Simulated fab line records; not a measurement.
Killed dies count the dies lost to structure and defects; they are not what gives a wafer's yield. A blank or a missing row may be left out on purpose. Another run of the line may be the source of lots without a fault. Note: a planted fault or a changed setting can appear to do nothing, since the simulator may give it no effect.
Matching of chambers + flow n5 finfet + 4 sister chambers for N5_BEOL_M1_ETCH_77 on rie diel-02
The step etches underlayer in N2/H2, target depth 6.5 nm, time 5.2 s. 16 wafers are shown with their chamber, then 8 later ones without.

## EACH WAFER AND ITS CHAMBER
| wafer  | chamber | drypump motor current A (A) | showerhead plenum p Torr (Torr) | throttle valve pct (%) |
|--------|---------|-----------------------------|---------------------------------|------------------------|
| L074.2 | 3       | 5.7                         | 2.55                            | 17.62                  |
| L074.3 | 1       | 6.4                         | 2.54                            | 18.19                  |
| L074.4 | 2       | 6.3                         | 2.60                            | 18.15                  |
| L075.1 | 3       | 5.7                         | 2.55                            | 17.65                  |
| L075.2 | 1       | 6.4                         | 2.54                            | 18.16                  |
| L075.3 | 0       | 5.4                         | 2.58                            | 17.79                  |
| L083.3 | 1       | 6.4                         | 2.53                            | 18.21                  |
| L083.4 | 0       | 5.4                         | 2.58                            | 17.82                  |
| L083.5 | 3       | 5.7                         | 2.55                            | 17.65                  |
| L087.2 | 1       | 6.4                         | 2.53                            | 18.19                  |
| L087.3 | 0       | 5.5                         | 2.58                            | 17.83                  |
| L087.5 | 1       | 6.4                         | 2.53                            | 18.20                  |
| L091.1 | 2       | 6.4                         | 2.59                            | 17.76                  |
| L091.4 | 3       | 5.7                         | 2.54                            | 17.69                  |
| L091.5 | 1       | 6.4                         | 2.53                            | 18.24                  |
| L092.1 | 3       | 5.6                         | 2.54                            | 17.66                  |

SIGNATURES (means of the wafers above)
| reading                  | chamber 0 | chamber 1 | chamber 2 | chamber 3 | scatter within a chamber |
|--------------------------|-----------|-----------|-----------|-----------|--------------------------|
| drypump motor current A  | 5.433     | 6.400     | 6.350     | 5.680     | 0.0405                   |
| showerhead plenum p Torr | 2.5800    | 2.5333    | 2.5950    | 2.5460    | 0.00503                  |
| throttle valve pct       | 17.8133   | 18.1983   | 17.9550   | 17.6540   | 0.0831                   |
Rule: a wafer lies at a distance from a chamber equal to the root of the sum of squares, over the readings, of (its reading less the chamber's mean, divided by the reading's scatter). The wafer belongs to the nearest chamber; if the next one is less than 2 further off, it can't be placed. How the scatter is found: for the shown wafers, subtract from each reading the mean of its chamber, square and add these, divide the total by (wafers less chambers), then take the root.

## WAFERS WITH NO CHAMBER GIVEN
| wafer  | drypump motor current A (A) | showerhead plenum p Torr (Torr) | throttle valve pct (%) |
|--------|-----------------------------|---------------------------------|------------------------|
| L092.2 | 6.4                         | 2.53                            | 18.21                  |
| L092.3 | 6.3                         | 2.59                            | 17.75                  |
| L093.3 | 5.7                         | 2.54                            | 17.67                  |
| L093.5 | 5.7                         | 2.54                            | 17.69                  |
| L093.6 | 6.3                         | 2.59                            | 17.77                  |
| L095.2 | 5.7                         | 2.54                            | 17.67                  |
| L095.4 | 5.5                         | 2.57                            | 17.85                  |
| L095.6 | 6.4                         | 2.53                            | 18.26                  |

## CHAMBER TAKEN BY EACH
| wafer  | from the rows above | in truth |
|--------|---------------------|----------|
| L092.2 | 1                   | 1        |
| L092.3 | 2                   | 2        |
| L093.3 | 3                   | 3        |
| L093.5 | 3                   | 3        |
| L093.6 | 2                   | 2        |
| L095.2 | 3                   | 3        |
| L095.4 | 0                   | 0        |
| L095.6 | 1                   | 1        |
8 of 8 placed correctly. From these rows, 0 cannot be placed. 0 placed wrongly.
